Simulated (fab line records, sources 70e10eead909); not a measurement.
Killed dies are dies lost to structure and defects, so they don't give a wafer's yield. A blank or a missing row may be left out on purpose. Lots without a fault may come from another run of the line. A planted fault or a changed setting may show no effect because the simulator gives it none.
Chamber matching | flow nand_harc | NHARC_P_GATE_DESCUM_48 on rie_diel-03: 4 sister chambers
The step chemistry O2, time 3 s. 16 wafers are shown with their chamber, then 8 later ones without.

WAFERS WITH THEIR CHAMBER
wafer  | chamber | showerhead_plenum_p_Torr (Torr) | drypump_motor_current_A (A) | oes_product_au (a.u.)
L077.1 | 3       | 1.79                            | 5.8                         | 1.002
L077.2 | 2       | 1.85                            | 5.6                         | 1.002
L077.3 | 0       | 1.78                            | 5.3                         | 0.992
L089.1 | 3       | 1.78                            | 5.8                         | 0.998
L089.5 | 1       | 1.99                            | 6.1                         | 0.982
L089.6 | 0       | 1.78                            | 5.3                         | 0.987
L090.2 | 3       | 1.78                            | 5.8                         | 0.993
L090.3 | 2       | 1.85                            | 5.6                         | 1.016
L090.6 | 1       | 1.99                            | 6.1                         | 0.986
L091.1 | 0       | 1.78                            | 5.2                         | 0.984
L091.4 | 2       | 1.85                            | 5.5                         | 1.018
L091.5 | 0       | 1.78                            | 5.2                         | 0.975
L092.1 | 2       | 1.85                            | 5.6                         | 1.007
L092.3 | 0       | 1.78                            | 5.3                         | 1.001
L092.5 | 0       | 1.78                            | 5.3                         | 1.001
L093.3 | 3       | 1.78                            | 5.8                         | 0.995

SIGNATURES (means of the wafers above)
reading                  | chamber 0 | chamber 1 | chamber 2 | chamber 3 | scatter within a chamber
showerhead_plenum_p_Torr | 1.7800    | 1.9900    | 1.8500    | 1.7825    | 0.0025
drypump_motor_current_A  | 5.267     | 6.100     | 5.575     | 5.800     | 0.0417
oes_product_au           | 0.99000   | 0.98400   | 1.01075   | 0.99700   | 0.00786
Rule: a wafer's distance from a chamber is the root of the sum, over the readings, of the square of ((its reading less the chamber's mean) divided by the reading's scatter). The wafer belongs to the nearest chamber; if the next one is less than 2 further off, it can't be placed. The scatter: the root of (the sum of the squares of (reading less its chamber's mean) over the shown wafers, divided by (wafers less chambers)).

WAFERS WITHOUT THEIR CHAMBER
wafer  | showerhead_plenum_p_Torr (Torr) | drypump_motor_current_A (A) | oes_product_au (a.u.)
L093.5 | 1.85                            | 5.6                         | 1.000
L093.6 | 1.78                            | 5.8                         | 0.992
L094.2 | 1.99                            | 6.1                         | 0.984
L094.4 | 1.78                            | 5.3                         | 1.013
L094.5 | 1.78                            | 5.8                         | 0.983
L097.2 | 1.99                            | 6.1                         | 0.991
L097.3 | 1.85                            | 5.5                         | 0.998
L097.4 | 1.78                            | 5.3                         | 1.005

WHICH CHAMBER EACH WENT THROUGH
wafer  | from the rows above | in truth
L093.5 | 2                   | 2
L093.6 | 3                   | 3
L094.2 | 1                   | 1
L094.4 | 0                   | 0
L094.5 | 3                   | 3
L097.2 | 1                   | 1
L097.3 | 2                   | 2
L097.4 | 0                   | 0
Placed correctly: 8 of 8. Can't be placed from these rows: 0. Placed wrongly: 0.
